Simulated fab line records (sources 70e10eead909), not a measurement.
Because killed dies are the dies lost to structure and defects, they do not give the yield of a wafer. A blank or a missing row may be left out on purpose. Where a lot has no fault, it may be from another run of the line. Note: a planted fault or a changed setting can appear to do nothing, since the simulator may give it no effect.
fab line records -- flow nandHarc
record: lots: 14, wafers: 42, lastDay: 33
route steps=1302 shown P_GATE@174 P_CONTACT@217 END@1302
lots with no fault: from the same line, run without faults
startH: hours from the record's opening day to when the first of the lot's shown wafers began -- waitH: hours elapsed since this lot's preceding step -- " the same as in the row above -- L1.1+2: a single row standing in for several wafers -- - value missing, or start not given -- * or withheld: withheld -- < > ~ a bound
route shown NAME@n: names a module that has steps shown in the file, with the first one's number in the route -- usual: mean/standard deviation taken from wafers without a fault -- same: alike in all rows -- chamber/n: place in a boat -- sites: the reading at each site -- _std_site: the standard deviation of these -- _edge_site: outer sites' mean less inner sites' -- radiusMm: for every site, how far away it sits from the centre of the wafer -- mask NAME#n: copy n -- behind: the last tool/chamber to shape the wafer -- hold: reason for holding the lot/hours on hold/outcome of the hold -- device: whichever transistor did not switch (one of n, p or np) -- end of line: tests run on the same wafers once the route is complete -- for a step that has no rows: nothing shown but its recipe -- killed: count of dies lost to structure and defects at first sort (not the wafer's yield) -- map: a wafer's dies, marking killed ones x, the rest . and places with no die _
set.NAME: the setting as run; set.NAME@STEP: as run at that earlier step -- model.NAME: the simulator's own value behind a step, which no gauge read
the route's steps for a sample of lots (tables are steps, rows are wafers)
services: when a tool's chamber went out of use (startH, in hours from the record's first day, below 0 if earlier), for how many hours, and the reason
== steps ==
step: NHARC_P_GATE_STRIP_111
recipe: powerW: 1500, tempC: 110, timeS: 250, chemistry: N2/H2
usual: drypumpMotorCurrentA: 5.67/0.18, heaterPowerW: 83/6.4
lot.wafer,tool,chamber,startH,waitH,drypumpMotorCurrentA,heaterPowerW,rfHoursCounterH
L378.1,plasmaAsher-01,1,119.91,0.2,5.60,93,24
L378.4,plasmaAsher-01,0,119.91,0.2,5.64,70,-
L378.6,plasmaAsher-01,0,119.91,0.2,5.64,72,-
L380.2,plasmaAsher-01,0,139.10,0.2,5.65,71,27
L380.1,plasmaAsher-01,1,139.10,0.2,5.57,93,27
L380.3,plasmaAsher-01,0,139.10,0.2,5.64,73,-
L382.2,plasmaAsher-02,1,150.12,0.2,5.93,90,12
L382.6,plasmaAsher-02,0,150.12,0.2,5.49,81,-
L382.5,plasmaAsher-02,1,150.12,0.2,5.90,90,-
L383.1,plasmaAsher-02,0,164.93,0.2,5.48,79,15
L383.6,plasmaAsher-02,0,164.93,0.2,5.50,80,-
L383.5,plasmaAsher-02,1,164.93,0.2,5.95,88,-
L385.2,plasmaAsher-01,1,177.74,0.2,5.58,92,0
L385.3,plasmaAsher-01,0,177.74,0.2,5.64,76,-
L385.6,plasmaAsher-01,0,177.74,0.2,5.65,76,-
L393.1,plasmaAsher-01,0,257.17,0.5,5.63,78,21
L393.4,plasmaAsher-01,1,257.17,0.5,5.56,88,-
L393.3,plasmaAsher-01,0,257.17,0.5,5.65,75,-
L394.1,plasmaAsher-02,0,273.20,0.2,5.49,75,2
L394.3,plasmaAsher-02,1,273.20,0.2,5.92,85,-
L394.4,plasmaAsher-02,0,273.20,0.2,5.48,76,-
L395.3,plasmaAsher-02,1,283.15,0.4,5.93,86,-
L395.5,plasmaAsher-02,1,283.15,0.4,5.94,84,-
L395.6,plasmaAsher-02,0,283.15,0.4,5.48,75,-
L396.1,plasmaAsher-02,0,303.62,0.2,5.47,75,8
L396.2,plasmaAsher-02,1,303.62,0.2,5.92,84,8
L396.5,plasmaAsher-02,0,303.62,0.2,5.48,76,-
L397.1,plasmaAsher-02,0,307.71,0.5,5.47,76,10
L397.4,plasmaAsher-02,0,307.71,0.5,5.49,75,-
L397.6,plasmaAsher-02,0,307.71,0.5,5.49,76,-
L398.2,plasmaAsher-01,0,311.53,0.2,5.65,75,31
L398.1,plasmaAsher-01,1,311.53,0.2,5.62,88,31
L398.5,plasmaAsher-01,0,311.53,0.2,5.64,76,-
L399.1,plasmaAsher-02,0,326.59,0.2,5.47,76,12
L399.4,plasmaAsher-02,1,326.59,0.2,5.91,86,-
L399.5,plasmaAsher-02,1,326.59,0.2,5.93,87,-
L400.2,plasmaAsher-02,0,330.94,0.2,5.47,76,13
L400.3,plasmaAsher-02,1,330.94,0.2,5.92,87,-
L400.4,plasmaAsher-02,0,330.94,0.2,5.49,77,-
L401.1,plasmaAsher-01,0,335.53,0.2,5.64,76,35
L401.3,plasmaAsher-01,1,335.53,0.2,5.58,91,-
L401.6,plasmaAsher-01,1,335.53,0.2,5.61,92,-
step: NHARC_P_GATE_RTA_64
recipe: tempC: 1050, timeS: 1
usual: annealTempCMax: 1054.1/1.4, lampPowerPct: 39.2/2.5, lamp_zone_5_pct: 39.2/2.4, wafer_temp_C_max: 1055.5/1.1
lot.wafer,tool,chamber,startH,waitH,annealTempCMax,lampPowerPct,lamp_zone_5_pct,wafer_temp_C_max
L378.1,rtpAnneal-02,0,124.37,-,1055.4,42.0,42.2,1056.0
L378.4,rtpAnneal-02,0,124.37,-,1054.4,42.2,42.1,1056.1
L378.6,rtpAnneal-02,0,124.37,-,1053.7,42.2,42.1,1057.7
L380.1,rtpAnneal-01,0,143.87,-,1052.8,37.2,37.1,1055.4
L380.2,rtpAnneal-01,0,143.87,-,1053.2,37.1,37.1,1054.8
L380.3,rtpAnneal-01,0,143.87,-,1052.7,37.1,37.1,1054.7
L382.2,rtpAnneal-01,0,157.02,-,1053.5,37.2,37.1,1054.7
L382.5,rtpAnneal-01,0,157.02,-,1052.9,37.1,37.2,1054.3
L382.6,rtpAnneal-01,0,157.02,-,1053.3,37.1,37.2,1054.9
L383.1,rtpAnneal-01,0,169.74,-,1052.5,37.2,37.1,1055.9
L383.5,rtpAnneal-01,0,169.74,-,1053.5,37.1,37.1,1054.7
L383.6,rtpAnneal-01,0,169.74,-,1053.0,37.1,37.1,1055.3
L385.2,rtpAnneal-01,0,182.65,-,1053.3,37.2,37.1,1055.5
L385.3,rtpAnneal-01,0,182.65,-,1053.6,37.1,37.2,1053.8
L385.6,rtpAnneal-01,0,182.65,-,1052.5,37.2,37.2,1056.2
L393.1,rtpAnneal-02,-,261.74,-,-,-,-,-
L393.3,rtpAnneal-02,-,261.74,-,-,-,-,-
L393.4,rtpAnneal-02,-,261.74,-,-,-,-,-
L394.1,rtpAnneal-01,-,277.76,-,-,-,-,-
L394.3,rtpAnneal-01,-,277.76,-,-,-,-,-
L394.4,rtpAnneal-01,-,277.76,-,-,-,-,-
L395.3,rtpAnneal-02,-,287.83,-,-,-,-,-
L395.5,rtpAnneal-02,-,287.83,-,-,-,-,-
L395.6,rtpAnneal-02,-,287.83,-,-,-,-,-
L396.1,rtpAnneal-01,0,308.34,-,1052.0,37.2,37.2,1056.4
L396.2,rtpAnneal-01,0,308.34,-,1052.3,37.2,37.1,1055.6
L396.5,rtpAnneal-01,0,308.34,-,1052.3,37.1,37.2,1055.4
L397.1,rtpAnneal-01,0,312.59,-,1053.7,37.1,37.2,1054.3
L397.4,rtpAnneal-01,0,312.59,-,1053.0,37.2,37.1,1055.3
L397.6,rtpAnneal-01,0,312.59,-,1052.7,37.2,37.2,1055.9
L398.1,rtpAnneal-01,0,316.19,-,1053.9,37.2,37.2,1055.8
L398.2,rtpAnneal-01,0,316.19,-,1052.8,37.2,37.2,1055.7
L398.5,rtpAnneal-01,0,316.19,-,1052.9,37.1,37.2,1055.7
L399.1,rtpAnneal-01,0,331.29,-,1053.1,37.2,37.1,1053.8
L399.4,rtpAnneal-01,0,331.29,-,1053.3,37.2,37.2,1056.8
L399.5,rtpAnneal-01,0,331.29,-,1052.4,37.2,37.2,1053.2
L400.2,rtpAnneal-02,0,335.67,-,1056.3,42.1,42.2,1057.3
L400.3,rtpAnneal-02,0,335.67,-,1054.7,42.1,42.1,1055.7
L400.4,rtpAnneal-02,0,335.67,-,1056.1,42.1,42.2,1054.1
L401.1,rtpAnneal-02,0,340.21,-,1056.1,42.1,42.1,1055.0
L401.3,rtpAnneal-02,0,340.21,-,1054.8,42.2,42.2,1054.5
L401.6,rtpAnneal-02,0,340.21,-,1054.4,42.1,42.1,1055.0
step: NHARC_P_GATE_INSPECT_68
usual: rawDefectCount: 205/100
lot.wafer,tool,chamber,startH,waitH,rawDefectCount
L378.1,defectInspect-01,-,125.82,0.2,110
L378.4,defectInspect-01,-,125.82,0.2,137
L378.6,defectInspect-01,-,125.82,0.2,135
L380.1,defectInspect-01,-,145.15,0.2,318
L380.2,defectInspect-01,-,145.15,0.2,83
L380.3,defectInspect-01,-,145.15,0.2,124
L382.2,defectInspect-02,-,158.31,0.1,166
L382.5,defectInspect-02,-,158.31,0.1,143
L382.6,defectInspect-02,-,158.31,0.1,179
L383.1,defectInspect-01,-,171.20,0.2,173
L383.5,defectInspect-01,-,171.20,0.2,361
L383.6,defectInspect-01,-,171.20,0.2,244
L385.2,defectInspect-01,-,183.89,0.1,240
L385.3,defectInspect-01,-,183.89,0.1,164
L385.6,defectInspect-01,-,183.89,0.1,429
L393.1,defectInspect-01,-,263.00,0.2,277
L393.3,defectInspect-01,-,263.00,0.2,145
L393.4,defectInspect-01,-,263.00,0.2,132
L394.1,defectInspect-02,-,279.06,0.2,318
L394.3,defectInspect-02,-,279.06,0.2,472
L394.4,defectInspect-02,-,279.06,0.2,656
L395.3,defectInspect-01,-,289.10,0.1,197
L395.5,defectInspect-01,-,289.10,0.1,152
L395.6,defectInspect-01,-,289.10,0.1,149
L396.1,defectInspect-01,-,309.60,0.2,68
L396.2,defectInspect-01,-,309.60,0.2,148
L396.5,defectInspect-01,-,309.60,0.2,83
L397.1,defectInspect-01,-,313.86,0.2,236
L397.4,defectInspect-01,-,313.86,0.2,214
L397.6,defectInspect-01,-,313.86,0.2,188
L398.1,defectInspect-02,-,317.45,0.2,219
L398.2,defectInspect-02,-,317.45,0.2,213
L398.5,defectInspect-02,-,317.45,0.2,179
L399.1,defectInspect-01,-,332.55,0.2,449
L399.4,defectInspect-01,-,332.55,0.2,427
L399.5,defectInspect-01,-,332.55,0.2,221
L400.2,defectInspect-02,-,336.90,0.1,145
L400.3,defectInspect-02,-,336.90,0.1,118
L400.4,defectInspect-02,-,336.90,0.1,184
L401.1,defectInspect-01,-,341.47,0.2,210
L401.3,defectInspect-01,-,341.47,0.2,143
L401.6,defectInspect-01,-,341.47,0.2,135
step: NHARC_P_CONTACT_DEP_30
recipe: targetThkA: 300, tempC: 400, targetThkNm: 30, flowSccm: 200, rfW: 450, material: SiNx
usual: heaterPowerW: 696/110
lot.wafer,tool,chamber,startH,waitH,heaterPowerW
L378.1,pecvd-01,2,125.93,0.1,480
L378.6,pecvd-01,2,125.93,0.1,475
L378.4,pecvd-01,0,125.93,0.1,690
L380.2,pecvd-02,1,145.22,0.1,721
L380.1,pecvd-02,2,145.22,0.1,810
L380.3,pecvd-02,0,145.22,0.1,679
L382.2,pecvd-01,2,158.45,0.1,534
L382.5,pecvd-01,0,158.45,0.1,678
L382.6,pecvd-01,1,158.45,0.1,788
L383.1,pecvd-01,2,171.30,0.1,510
L383.5,pecvd-01,1,171.30,0.1,775
L383.6,pecvd-01,0,171.30,0.1,763
L385.3,pecvd-02,1,183.95,0.1,742
L385.2,pecvd-02,2,183.95,0.1,794
L385.6,pecvd-02,2,183.95,0.1,796
L396.2,pecvd-01,0,309.66,0.1,678
L396.1,pecvd-01,1,309.66,0.1,756
L396.5,pecvd-01,1,309.66,0.1,735
L397.1,pecvd-03,2,314.00,0.1,903
L397.6,pecvd-03,0,314.00,0.1,684
L397.4,pecvd-03,1,314.00,0.1,585
L398.2,pecvd-03,2,317.59,0.1,774
L398.1,pecvd-03,0,317.59,0.1,658
L398.5,pecvd-03,1,317.59,0.1,661
L399.1,pecvd-01,2,332.70,0.1,548
L399.5,pecvd-01,0,332.70,0.1,752
L399.4,pecvd-01,2,332.70,0.1,554
L400.3,pecvd-02,1,337.00,0.1,759
L400.2,pecvd-02,2,337.00,0.1,794
L400.4,pecvd-02,1,337.00,0.1,782
L401.1,pecvd-03,0,341.59,0.1,626
L401.3,pecvd-03,0,341.59,0.1,620
L401.6,pecvd-03,0,341.59,0.1,622
step: NHARC_END_SORT_01
recipe: tempC: 25
usual: killedAtArray: 47/18, killedAtOther: 0.9/1.1, killedAtPeriphery: 4/3.1, killedDies: 52/18, killedOpen: 3.1/1.5, killedShort: 2.4/1.5
same: grossDies: 677
lot.wafer,tool,chamber,startH,waitH,killedAtArray,killedAtOther,killedAtPeriphery,killedDies,killedOpen,killedShort
L393.1,prober-02,0,711.59,2.5,53,0,624,677,7,6
L393.3,prober-02,0,713.19,3.1,40,1,636,677,1,2
L393.4,prober-02,0,713.99,3.4,69,0,608,677,4,2
L394.1,prober-01,0,714.05,2.5,47,0,630,677,4,3
L394.3,prober-01,0,715.68,3.1,30,2,645,677,1,2
L394.4,prober-01,0,716.49,3.4,48,1,628,677,3,2
L395.3,prober-02,0,721.01,3.1,48,0,629,677,2,2
L395.5,prober-02,0,722.62,3.7,51,2,624,677,3,1
L395.6,prober-02,0,723.42,4.0,71,0,606,677,2,3
killed by level:class
L393.1 P_GATE:areaRta=607 A_CHANNEL_HOLE_D2:chamberFilmFlake=16 A_CHANNEL_HOLE_D1:chamberFilmFlake=10 P_CONTACT:chamberFilmFlake=8 A_CONTACT:chamberFilmFlake=6 A_SLIT:chamberFilmFlake=6 P_M2:chamberFilmFlake=4 A_STAIRCASE:chamberFilmFlake=4
L393.3 P_GATE:areaRta=626 A_CHANNEL_HOLE_D2:chamberFilmFlake=14 A_CHANNEL_HOLE_D1:chamberFilmFlake=12 A_CONTACT:chamberFilmFlake=9 P_GATE:chamberFilmFlake=4 P_M2:chamberFilmFlake=3 P_CONTACT:chamberFilmFlake=2 A_DECK1_JOINT:geometricParticle:short=1
L393.4 P_GATE:areaRta=600 A_CHANNEL_HOLE_D1:chamberFilmFlake=33 A_CHANNEL_HOLE_D2:chamberFilmFlake=19 A_CONTACT:chamberFilmFlake=10 P_CONTACT:chamberFilmFlake=3 P_M0:geometricParticle:short=2 P_ZERO_WELL:chamberFilmFlake=2 A_ONON_D1:geometricParticle:open=1
L394.1 P_GATE:areaRta=629 A_CHANNEL_HOLE_D2:chamberFilmFlake=21 A_CHANNEL_HOLE_D1:chamberFilmFlake=9 A_SLIT:chamberFilmFlake=5 A_STAIRCASE:chamberFilmFlake=3 A_CHANNEL_FILL_D2:chamberFilmFlake=2 P_GATE:geometricParticle:open=1 A_ONON_D1:geometricParticle:open=1
L394.3 P_GATE:areaRta=643 A_CHANNEL_HOLE_D2:chamberFilmFlake=14 A_STAIRCASE:chamberFilmFlake=5 A_CHANNEL_HOLE_D1:chamberFilmFlake=4 A_CHANNEL_FILL_D2:chamberFilmFlake=2 THIN_TSV:chamberFilmFlake=2 A_CONTACT:chamberFilmFlake=2 P_CONTACT:geometricParticle:short=1
L394.4 P_GATE:areaRta=627 A_CHANNEL_HOLE_D2:chamberFilmFlake=19 A_SLIT:chamberFilmFlake=7 A_CHANNEL_HOLE_D1:chamberFilmFlake=6 A_STAIRCASE:chamberFilmFlake=6 A_CHANNEL_FILL_D2:chamberFilmFlake=3 A_CONTACT:chamberFilmFlake=3 P_CONTACT:geometricParticle:open=1
L395.3 P_GATE:areaRta=629 A_SLIT:chamberFilmFlake=20 A_CHANNEL_HOLE_D1:chamberFilmFlake=14 A_CONTACT:chamberFilmFlake=6 A_STAIRCASE:chamberFilmFlake=3 A_CHANNEL_FILL_D1:geometricParticle:open=2 A_ONON_D1:geometricParticle:short=1 A_WL_FILL:geometricParticle:short=1
L395.5 P_GATE:areaRta=623 A_SLIT:chamberFilmFlake=25 A_CHANNEL_HOLE_D1:chamberFilmFlake=17 A_DECK1_JOINT:chamberFilmFlake=2 A_WL_FILL:chamberFilmFlake=2 A_CONTACT:chamberFilmFlake=2 A_CONTACT:geometricParticle:open=1 A_BLC:geometricParticle:open=1
L395.6 P_GATE:areaRta=604 A_CHANNEL_HOLE_D1:chamberFilmFlake=34 A_SLIT:chamberFilmFlake=22 A_STAIRCASE:chamberFilmFlake=3 A_CONTACT:chamberFilmFlake=3 A_WL_FILL:chamberFilmFlake=2 A_SOURCE_PLATE:geometricParticle:short=1 A_ONON_D1:geometricParticle:short=1
== services ==
tool,chamber,startH,hours,kind
pecvd-02,2,110.56,14.8,repair
pecvd-01,-,130.00,13.0,pm
pecvd-02,-,132.21,1.2,repair
plasmaAsher-01,-,162.72,1.8,repair
plasmaAsher-01,-,165.77,9.0,pm
plasmaAsher-01,0,165.77,9.0,ventCycle
plasmaAsher-01,1,165.77,9.0,ventCycle
plasmaAsher-01,0,174.77,-,clean
plasmaAsher-01,1,174.77,-,clean
pecvd-03,-,176.27,0.2,repair
pecvd-03,-,185.00,13.0,pm
pecvd-03,-,202.06,16.3,repair
plasmaAsher-02,-,210.15,3.4,repair
pecvd-02,-,216.88,3.2,repair
pecvd-02,-,227.20,13.0,pm
pecvd-03,-,229.37,0.2,repair
plasmaAsher-02,-,249.00,9.0,pm
plasmaAsher-02,0,249.00,9.0,ventCycle
plasmaAsher-02,1,249.00,9.0,ventCycle
plasmaAsher-01,-,257.80,1.0,repair
plasmaAsher-02,0,258.00,-,clean
plasmaAsher-02,1,258.00,-,clean
pecvd-01,-,311.00,13.0,pm
pecvd-03,1,330.31,16.2,repair
== key ==
firstSign: step: NHARC_P_GATE_RTA_64, reading: toolRecord, direction: missing
effect: step: NHARC_END_SORT_01, reading: killedAtPeriphery, direction: up, sigmas: 99+, usual: 4, struck: 626
moreKillsBornAt: NHARC_P_GATE_RTA_64@rtpAnneal-02: 3689, NHARC_P_GATE_RTA_64@rtpAnneal-01: 1899
metAt NHARC_P_GATE_RTA_64
struckLots L393,L394,L395
laterRowsLeftOut L393.1,L393.3,L393.4,L394.1,L394.3,L394.4,L395.3,L395.5,L395.6
testerLeftOut L393,L394,L395
notActingAt NHARC_P_GATE_STRIP_111,NHARC_P_GATE_INSPECT_68,NHARC_P_CONTACT_DEP_30
onsetBetween 182.65 261.74
fault: kind: skippedStepWhole, tool: rtpAnneal-01,rtpAnneal-02, chamber: -, onsetH: 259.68, steps: NHARC_P_GATE_RTA_64, scope: struckLotsOnly
testerLeftOut: of these lots the tester's yield and bins aren't shown, on N5 and GAA mostly nor the transistor test; their killed dies are dies lost to structure and defects alone, not to doping, threshold or leakage, so they don't give the yield
laterRowsLeftOut: the simulator's readings of these wafers behind a module that went badly wrong aren't trusted and aren't shown, but for the sort
